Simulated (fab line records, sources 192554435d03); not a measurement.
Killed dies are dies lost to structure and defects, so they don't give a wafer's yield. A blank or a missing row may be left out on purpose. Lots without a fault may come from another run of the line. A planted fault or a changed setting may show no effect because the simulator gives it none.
Chamber matching | flow n5_finfet | N5_BEOL_M0_SAQP_ETCH_84 on rie_diel-04: 4 sister chambers
The step etches SOC in N2/H2, target depth 100 nm, overetch 20 nm, time 150 s. 8 wafers are shown with their chamber, then 8 later ones without.

WAFERS WITH THEIR CHAMBER
wafer  | chamber | drypump_motor_current_A (A) | showerhead_plenum_p_Torr (Torr)
L077.1 | 2       | 5.0                         | 2.60
L079.1 | 3       | 5.4                         | 2.53
L082.4 | 1       | 5.0                         | 2.64
L082.6 | 0       | 5.4                         | 2.64
L087.1 | 1       | 5.0                         | 2.64
L087.2 | 2       | 5.0                         | 2.60
L087.5 | 3       | 5.4                         | 2.52
L095.1 | 0       | 5.5                         | 2.63

WAFERS WITHOUT THEIR CHAMBER
wafer  | drypump_motor_current_A (A) | showerhead_plenum_p_Torr (Torr)
L095.3 | 5.4                         | 2.52
L095.6 | 5.4                         | 2.52
L097.1 | 5.3                         | 2.52
L097.3 | 5.0                         | 2.59
L097.6 | 5.4                         | 2.63
L096.1 | 5.4                         | 2.63
L096.3 | 5.0                         | 2.63
L096.4 | 5.5                         | 2.63

WHICH CHAMBER EACH WENT THROUGH
wafer  | from the rows above | in truth
L095.3 | 3                   | 3
L095.6 | 3                   | 3
L097.1 | 3                   | 3
L097.3 | 2                   | 2
L097.6 | 0                   | 0
L096.1 | 0                   | 0
L096.3 | 1                   | 1
L096.4 | 0                   | 0
Placed correctly: 8 of 8. Can't be placed from these rows: 0. Placed wrongly: 0.
How it was worked out, from the rows above alone: a wafer's distance from a chamber is the root of the sum, over the readings, of the square of ((its reading less the chamber's mean) divided by the reading's scatter). The wafer belongs to the nearest chamber; if the next one is less than 2 further off, it can't be placed. A chamber's mean is the mean of its shown wafers. The scatter: the root of (the sum of the squares of (reading less its chamber's mean) over the shown wafers, divided by (wafers less chambers)).
